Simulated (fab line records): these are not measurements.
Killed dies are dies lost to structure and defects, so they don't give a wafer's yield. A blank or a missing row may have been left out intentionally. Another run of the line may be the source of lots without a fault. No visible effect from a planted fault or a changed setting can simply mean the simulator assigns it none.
Chamber matching ; flow nandHarc ; 4 sister chambers for NHARC_A_BONDPAD_ETCH_24 on rieDiel-07
The step etches the open film in CF4/N2, target depth 30 nm, time 72.99 s. 14 wafers are shown with their chamber, then 7 later ones without.

## WAFERS WITH THEIR CHAMBER
wafer;chamber;drypumpMotorCurrentA (A);rfVppV (V);runLengthS (s)
L113.2;0;6.2;311.9;94.6
L113.3;1;5.7;316.8;93.5
L113.5;0;6.1;313.4;93.9
L116.1;3;6.5;313.9;94.7
L116.3;1;5.7;317.6;94.1
L116.4;2;5.0;316.2;94.1
L120.1;3;6.5;314.6;94.7
L120.3;2;5.0;314.7;94.5
L120.6;0;6.1;311.1;94.2
L121.1;2;5.1;315.1;94.7
L121.4;0;6.1;310.9;94.4
L121.6;3;6.5;315.2;94.8
L122.2;2;5.0;313.9;93.9
L122.5;0;6.1;311.6;94.3

SIGNATURES (means of the wafers above)
reading;chamber 0;chamber 1;chamber 2;chamber 3;scatter within a chamber
drypumpMotorCurrentA;6.120;5.700;5.025;6.500;0.0394
rfVppV;311.780;317.200;314.975;314.567;0.884
runLengthS;94.280;93.800;94.300;94.733;0.292
Rule: a wafer's distance from a chamber is the root of the sum, over the readings, of the square of ((its reading less the chamber's mean) divided by the reading's scatter). The wafer belongs to the nearest chamber; if the next one is less than 2 further off, it can't be placed. The scatter is the square root of a quotient: the sum, over the shown wafers, of each reading's squared deviation from its chamber's mean, divided by wafers minus chambers.

## WAFERS MISSING THEIR CHAMBER
wafer;drypumpMotorCurrentA (A);rfVppV (V);runLengthS (s)
L122.6;5.7;317.0;93.6
L135.2;5.8;316.4;93.4
L135.4;6.1;312.3;94.2
L135.6;6.5;313.4;94.8
L134.1;5.1;313.9;93.9
L134.2;6.2;312.3;94.2
L134.3;5.8;316.1;93.7

## WHICH CHAMBER EACH WENT THROUGH
wafer;from the rows above;in truth
L122.6;1;1
L135.2;1;1
L135.4;0;0
L135.6;3;3
L134.1;2;2
L134.2;0;0
L134.3;1;1
Correct placement for 7 of the 7. Can't be placed from these rows: 0. Number placed wrongly: 0.
